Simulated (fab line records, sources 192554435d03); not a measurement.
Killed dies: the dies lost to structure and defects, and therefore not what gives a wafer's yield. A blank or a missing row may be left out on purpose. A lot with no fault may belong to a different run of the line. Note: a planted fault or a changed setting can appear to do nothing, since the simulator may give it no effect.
Chamber matching :: flow n5-finfet :: rie-diel-05 running N5_MOL_CONTACT_COAG_ETCH_106: 4 sister chambers
The step etches SOC in N2/H2, target depth 80 nm, overetch 16 nm, time 120 s. 4 wafers are shown with their chamber, then 7 later ones without.

EACH WAFER AND ITS CHAMBER
wafer: L082.5
chamber: 1
throttle-valve-pct (%): 17.94

wafer: L090.3
chamber: 2
throttle-valve-pct (%): 17.86

wafer: L091.3
chamber: 3
throttle-valve-pct (%): 18.16

wafer: L091.5
chamber: 0
throttle-valve-pct (%): 17.52

WAFERS WITHOUT THEIR CHAMBER
wafer: L091.6
throttle-valve-pct (%): 17.94

wafer: L094.1
throttle-valve-pct (%): 18.18

wafer: L094.5
throttle-valve-pct (%): 17.95

wafer: L094.6
throttle-valve-pct (%): 17.53

wafer: L096.1
throttle-valve-pct (%): 18.19

wafer: L096.2
throttle-valve-pct (%): 17.51

wafer: L096.5
throttle-valve-pct (%): 17.54

THE CHAMBER EACH PASSED THROUGH
wafer: L091.6
from the rows above: 1
in truth: 1

wafer: L094.1
from the rows above: 3
in truth: 3

wafer: L094.5
from the rows above: 1
in truth: 1

wafer: L094.6
from the rows above: 0
in truth: 0

wafer: L096.1
from the rows above: 3
in truth: 3

wafer: L096.2
from the rows above: 0
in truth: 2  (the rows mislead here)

wafer: L096.5
from the rows above: 0
in truth: 0
6 of 7 placed correctly. Number that these rows cannot place: 0. Wrongly placed: 1.
How it was worked out, from the rows above alone: a wafer's distance from a chamber is the root of the sum, over the readings, of the square of ((its reading less the chamber's mean) divided by the reading's scatter). The wafer belongs to the nearest chamber; if the next one is less than 2 further off, it can't be placed. Each chamber's mean is taken over the wafers shown for it. The scatter: root of mean squared gap, hidden wafer to nearest shown wafer, with one shown wafer a chamber.
